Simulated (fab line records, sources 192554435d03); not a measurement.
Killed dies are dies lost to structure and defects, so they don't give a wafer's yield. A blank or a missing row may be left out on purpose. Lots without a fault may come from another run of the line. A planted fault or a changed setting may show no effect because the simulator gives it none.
Split-lot experiment | flow n5_finfet | 7 lots, 39 wafers read, on a route of 1938 steps

THE SPLIT
At N5_PMOS_HMC_CHANNEL_EPI_DEVELOP_08 (develop time 30 s), the setting develop_time_s was moved away from the recipe's 30 s on 12 of the 39 wafers read, by -28.3% to +59.0%. The other wafers ran this setting at the recipe's value.

The file shows no step between the split and the reading.

THE READING
cd_nm, in nm, at N5_PMOS_HMC_CHANNEL_EPI_CD_MEAS_09 (target cd 237.4 nm). Fault-free wafers of this fab line usually give 237.6 nm, standard deviation 1.1 nm.

wafer  | tool, chamber at the split | develop_time_s as run, s | against the recipe | cd_nm, nm | against lot-mates on the recipe
L074.1 | litho_track-02, 0          | 30                       | recipe             | 239.1     | -
L074.2 | litho_track-02, 0          | 30                       | recipe             | 237.9     | -
L074.3 | litho_track-02, 0          | 30                       | recipe             | 238.5     | -
L074.4 | litho_track-02, 0          | 30                       | recipe             | 237.9     | -
L074.5 | litho_track-02, 0          | 30                       | recipe             | 238.5     | -
L074.6 | litho_track-02, 0          | 30                       | recipe             | 238.4     | -
L075.1 | litho_track-04, 0          | 30                       | recipe             | 237.7     | -
L075.3 | litho_track-04, 0          | 30                       | recipe             | 239.1     | -
L075.6 | litho_track-04, 0          | 30                       | recipe             | 236.8     | -
L077.1 | litho_track-02, 0          | 30                       | recipe             | 239.5     | -
L077.2 | litho_track-02, 0          | 30                       | recipe             | 238.8     | -
L077.3 | litho_track-02, 0          | 47.71                    | +59.0%             | 242.4     | +3.1
L077.4 | litho_track-02, 0          | 47.71                    | +59.0%             | 242.1     | +2.8
L077.5 | litho_track-02, 0          | 30                       | recipe             | 239.6     | -
L077.6 | litho_track-02, 0          | 47.71                    | +59.0%             | 242.5     | +3.2
L084.1 | litho_track-05, 0          | 30                       | recipe             | 237.4     | -
L084.2 | litho_track-05, 0          | 21.52                    | -28.3%             | 234.7     | -2.2
L084.3 | litho_track-05, 0          | 30                       | recipe             | 237.1     | -
L084.4 | litho_track-05, 0          | 21.52                    | -28.3%             | 235.5     | -1.4
L084.5 | litho_track-05, 0          | 30                       | recipe             | 236.1     | -
L084.6 | litho_track-05, 0          | 21.52                    | -28.3%             | 235.5     | -1.4
L087.1 | litho_track-02, 0          | 30                       | recipe             | 240.2     | -
L087.2 | litho_track-02, 0          | 30                       | recipe             | 238.7     | -
L087.3 | litho_track-02, 0          | 30                       | recipe             | 237.9     | -
L087.4 | litho_track-02, 0          | 30                       | recipe             | 237.7     | -
L087.5 | litho_track-02, 0          | 30                       | recipe             | 238.0     | -
L087.6 | litho_track-02, 0          | 30                       | recipe             | 239.3     | -
L090.1 | litho_track-02, 0          | 30                       | recipe             | 239.3     | -
L090.2 | litho_track-02, 0          | 36.48                    | +21.6%             | 239.8     | +0.8
L090.3 | litho_track-02, 0          | 36.48                    | +21.6%             | 239.7     | +0.7
L090.4 | litho_track-02, 0          | 36.48                    | +21.6%             | 239.1     | +0.1
L090.5 | litho_track-02, 0          | 30                       | recipe             | 239.0     | -
L090.6 | litho_track-02, 0          | 30                       | recipe             | 238.6     | -
L094.1 | litho_track-02, 0          | 47.69                    | +59.0%             | 242.7     | +3.9
L094.2 | litho_track-02, 0          | 47.69                    | +59.0%             | 241.5     | +2.7
L094.3 | litho_track-02, 0          | 47.69                    | +59.0%             | 242.2     | +3.4
L094.4 | litho_track-02, 0          | 30                       | recipe             | 238.4     | -
L094.5 | litho_track-02, 0          | 30                       | recipe             | 239.4     | -
L094.6 | litho_track-02, 0          | 30                       | recipe             | 238.6     | -

THE FIT
A straight line over all 39 wafers: cd_nm changes by +0.0709 nm for each +1% of develop_time_s; r = +0.89; the points scatter about the line by 0.88 nm.
The same after taking each lot's own level away (the mean of its wafers on the recipe; 39 wafers): +0.0534 nm for each +1%; r = +0.91; scatter 0.6 nm.
On that fit, the largest move of develop_time_s shifts the reading by 3.2 nm.
The lots' own levels span 236.87 to 239.30 nm, that is 2.2 times the standard deviation above.
So the lot-to-lot level changes the slope: the two fits differ.
Check: with one of the wafers moved furthest among these (+59.0%) left out of the fit, the line predicts +3.1 nm for it against its lot-mates. It came out at +3.1 nm against them.

THE WHOLE CHAIN: every reading that the file lists as answering this split, in the file's order
step                               | what it does             | reading                                                                     | change (the file's fit)                | r (the file's)
N5_PMOS_HMC_CHANNEL_EPI_CD_MEAS_09 | target cd 237.4 nm       | cd_nm                                                                       | +0.0526 nm for each +1% of the setting | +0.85
N5_PMOS_HMC_CHANNEL_EPI_DESCUM_14  | chemistry O2, time 7.9 s | PMOS_HMC_CHANNEL_EPI.cd_nm (the simulator's own value, which no gauge read) | +0.0525 nm for each +1% of the setting | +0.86

THE FILE'S OWN FIT
cd_nm changes by +0.0526 nm for each +1% of develop_time_s, r = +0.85.
